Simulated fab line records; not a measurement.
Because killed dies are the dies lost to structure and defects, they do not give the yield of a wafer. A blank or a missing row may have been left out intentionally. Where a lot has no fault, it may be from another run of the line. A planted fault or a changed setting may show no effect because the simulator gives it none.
What tool caused it?	flow n5-finfet	10 lots with 28 wafers sampled at 2 steps, on a route of 1938 steps

WHAT THE GAUGES READ, wafer by wafer
N5_PASSIVATION_INSPECT_61: inspects for defects (macro).
lot	measured	on	raw-defect-count
L404	day 13 09:47	defect-inspect-02	6 1 1
L403	day 13 14:22	defect-inspect-02	1 2 0
L410	day 14 14:37	defect-inspect-01	2 2 0
L412	day 15 05:31	defect-inspect-02	1 1
L414	day 16 01:39	defect-inspect-02	1 2
L420	day 17 08:13	defect-inspect-02	3 2 2
L421	day 18 01:00	defect-inspect-01	1 0 1
L424	day 18 21:05	defect-inspect-01	5 2 5
L425	day 19 11:58	defect-inspect-02	0 0 2
L426	day 19 20:17	defect-inspect-01	1 4 1

WHICH TOOL RAN EACH LOT (tool, then ch and the chambers of the sampled wafers, then the start)
lot	N5_MIM_BOT_LITHO_DESCUM_10
L404	rie-diel-04 ch 0,2,3, day 13 07:48
L403	rie-diel-03 ch 0,1,3, day 13 12:53
L410	rie-diel-04 ch 0,1,3, day 14 12:56
L412	rie-diel-04 ch 1,3, day 15 01:44
L414	rie-diel-05 ch 0,2, day 15 23:13
L420	rie-diel-03 ch 0,1,3, day 17 03:44
L421	rie-diel-05 ch 1,3, day 17 22:51
L424	rie-diel-04 ch 0,2,3, day 18 16:58
L425	rie-diel-03 ch 0,2, day 19 10:16
L426	rie-diel-05 ch 0,1, day 19 18:28
- N5_MIM_BOT_LITHO_DESCUM_10: chemistry O2, time 7.9 s.

THE ANSWER, worked out from the rows above alone
Rule: usual is defined by the lots themselves. The widest of any qualifying gaps counts: lots, ordered by their means at a reading, are off when they make up no more than a third of the lots, leave a main group of 4 or more, and stand apart from it by 3 or more times the standard deviation of that group's means. If all means in a main group match to the digits the tables above print for the reading, that group is not used. A lot without any number at a reading at which 4 lots or more have one is off too. All remaining lots with rows at the step are treated as sound.
No lot is off on any of the readings shown, so nothing can be concluded from this.

WHAT THE SIMULATOR HAD PUT IN
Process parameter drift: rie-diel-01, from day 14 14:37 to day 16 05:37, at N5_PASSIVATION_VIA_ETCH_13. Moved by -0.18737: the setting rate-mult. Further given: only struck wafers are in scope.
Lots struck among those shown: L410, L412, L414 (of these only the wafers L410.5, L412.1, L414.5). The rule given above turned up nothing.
